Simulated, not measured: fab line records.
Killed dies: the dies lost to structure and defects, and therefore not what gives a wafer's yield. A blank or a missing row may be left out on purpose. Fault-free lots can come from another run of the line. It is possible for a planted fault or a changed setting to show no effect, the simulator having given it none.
Split-lot experiment / flow n5-finfet / on a route of 1938 steps: 7 lots, 21 wafers read

## ABOUT THE SPLIT
At N5_BEOL_M5_ILD_DEP_00 (deposits SiCOH lowk from DEMS/porogen, target thk 140.64 nm, time 25.9 s), the setting time-s was moved away from the recipe's 25.9 s on 7 of the 21 wafers read, by -8.0% to +14.4%. All remaining wafers had this setting at the recipe value.

## BETWEEN THE SPLIT AND THE READING: the file shows 1 step in between
- N5_BEOL_M5_CURE_79: cures SiCOH lowk, time 240 s

## THE READING
M5_ILD_THK at N5_BEOL_M5_THK_MEAS_01, in nm. Typical for fault-free wafers on this fab line: 121.2 nm, with standard deviation 1.6 nm.

wafer=L074.1; tool, chamber at the split=pecvd-02, 2; time-s as run, s=23.82; against the recipe=-8.0%; M5_ILD_THK, nm=109.3; against lot-mates on the recipe=-10.8
wafer=L074.2; tool, chamber at the split=pecvd-02, 0; time-s as run, s=25.9; against the recipe=recipe; M5_ILD_THK, nm=120.1; against lot-mates on the recipe=-
wafer=L074.5; tool, chamber at the split=pecvd-02, 2; time-s as run, s=23.82; against the recipe=-8.0%; M5_ILD_THK, nm=110.6; against lot-mates on the recipe=-9.5
wafer=L078.1; tool, chamber at the split=pecvd-03, 0; time-s as run, s=25.9; against the recipe=recipe; M5_ILD_THK, nm=122.6; against lot-mates on the recipe=-
wafer=L078.3; tool, chamber at the split=pecvd-03, 1; time-s as run, s=25.9; against the recipe=recipe; M5_ILD_THK, nm=123.5; against lot-mates on the recipe=-
wafer=L078.4; tool, chamber at the split=pecvd-03, 0; time-s as run, s=25.9; against the recipe=recipe; M5_ILD_THK, nm=122.6; against lot-mates on the recipe=-
wafer=L079.1; tool, chamber at the split=pecvd-04, 2; time-s as run, s=29.11; against the recipe=+12.4%; M5_ILD_THK, nm=137.4; against lot-mates on the recipe=+14.7
wafer=L079.2; tool, chamber at the split=pecvd-04, 1; time-s as run, s=29.11; against the recipe=+12.4%; M5_ILD_THK, nm=135.8; against lot-mates on the recipe=+13.1
wafer=L079.6; tool, chamber at the split=pecvd-04, 0; time-s as run, s=25.9; against the recipe=recipe; M5_ILD_THK, nm=122.7; against lot-mates on the recipe=-
wafer=L080.4; tool, chamber at the split=pecvd-02, 1; time-s as run, s=25.9; against the recipe=recipe; M5_ILD_THK, nm=124.8; against lot-mates on the recipe=-
wafer=L080.5; tool, chamber at the split=pecvd-02, 2; time-s as run, s=25.9; against the recipe=recipe; M5_ILD_THK, nm=122.4; against lot-mates on the recipe=-
wafer=L080.6; tool, chamber at the split=pecvd-02, 0; time-s as run, s=25.9; against the recipe=recipe; M5_ILD_THK, nm=122.7; against lot-mates on the recipe=-
wafer=L084.2; tool, chamber at the split=pecvd-03, 0; time-s as run, s=25.9; against the recipe=recipe; M5_ILD_THK, nm=119.7; against lot-mates on the recipe=-
wafer=L084.3; tool, chamber at the split=pecvd-03, 2; time-s as run, s=25.9; against the recipe=recipe; M5_ILD_THK, nm=120.5; against lot-mates on the recipe=-
wafer=L084.4; tool, chamber at the split=pecvd-03, 0; time-s as run, s=25.9; against the recipe=recipe; M5_ILD_THK, nm=123.4; against lot-mates on the recipe=-
wafer=L089.2; tool, chamber at the split=pecvd-04, 1; time-s as run, s=26.94; against the recipe=+4.0%; M5_ILD_THK, nm=123.4; against lot-mates on the recipe=+2.4
wafer=L089.3; tool, chamber at the split=pecvd-04, 0; time-s as run, s=25.9; against the recipe=recipe; M5_ILD_THK, nm=120.7; against lot-mates on the recipe=-
wafer=L089.4; tool, chamber at the split=pecvd-04, 1; time-s as run, s=25.9; against the recipe=recipe; M5_ILD_THK, nm=121.3; against lot-mates on the recipe=-
wafer=L091.1; tool, chamber at the split=pecvd-02, 2; time-s as run, s=29.62; against the recipe=+14.4%; M5_ILD_THK, nm=134.9; against lot-mates on the recipe=+16.2
wafer=L091.2; tool, chamber at the split=pecvd-02, 0; time-s as run, s=25.9; against the recipe=recipe; M5_ILD_THK, nm=118.7; against lot-mates on the recipe=-
wafer=L091.6; tool, chamber at the split=pecvd-02, 0; time-s as run, s=29.62; against the recipe=+14.4%; M5_ILD_THK, nm=139.4; against lot-mates on the recipe=+20.7

THE FIT
A straight line over all 21 wafers: M5_ILD_THK changes by +1.19 nm for each +1% of time-s; r = +0.97; the points scatter about the line by 1.9 nm.
The same after taking each lot's own level away (the mean of its wafers on the recipe; 21 wafers): +1.22 nm for each +1%; r = +0.99; scatter 1.3 nm.
Per that fit: largest time-s move, reading shift of 18 nm.
From 118.70 to 123.30 nm: that is the span of the lots' own levels, equal to 2.9 times the standard deviation above.
The two slopes agree, so the slope changes little with the lot-to-lot level.
Check: with one of the wafers moved furthest among these (+14.4%) left out of the fit, the line predicts +17.7 nm for it against its lot-mates. Against them it came out at +16.2 nm.

## FURTHER SPLITS ON THESE WAFERS
Other splits were also applied to these wafers ahead of the reading. Each is held against what the fit with the lots' levels taken away leaves over:
other split on the same wafers=N5_BEOL_M3_COAT_22 spin-rpm; wafers away from the commonest value=7; r with M5_ILD_THK (lot level and that fit taken away)=+0.11
other split on the same wafers=N5_BEOL_M3_DEP_57 time-s; wafers away from the commonest value=6; r with M5_ILD_THK (lot level and that fit taken away)=+0.10
other split on the same wafers=N5_BEOL_M4_ILD_DEP_00 time-s; wafers away from the commonest value=6; r with M5_ILD_THK (lot level and that fit taken away)=-0.16

## THE WHOLE CHAIN: every reading that the file lists as answering this split, in the file's order
step=N5_BEOL_M5_ILD_DEP_00; what it does=deposits SiCOH lowk from DEMS/porogen, target thk 140.64 nm, time 25.9 s; reading=SiCOH_lowk_of_BEOL_M5_ILD_DEP_00.thk-nm (the simulator's own value, which no gauge read); change (the file's fit)=+1.37 nm for each +1% of the setting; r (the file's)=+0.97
step=N5_BEOL_M5_CURE_79; what it does=cures SiCOH lowk, time 240 s; reading=SiCOH_lowk_of_BEOL_M5_ILD_DEP_00.thk-nm (the simulator's own value, which no gauge read); change (the file's fit)=+1.2 nm for each +1% of the setting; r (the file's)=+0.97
step=N5_BEOL_M5_THK_MEAS_01; what it does=; reading=M5_ILD_THK; change (the file's fit)=+1.2 for each +1% of the setting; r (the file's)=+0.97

## THE FILE'S OWN FIT
M5_ILD_THK changes by +1.2 nm for each +1% of time-s, r = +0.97.
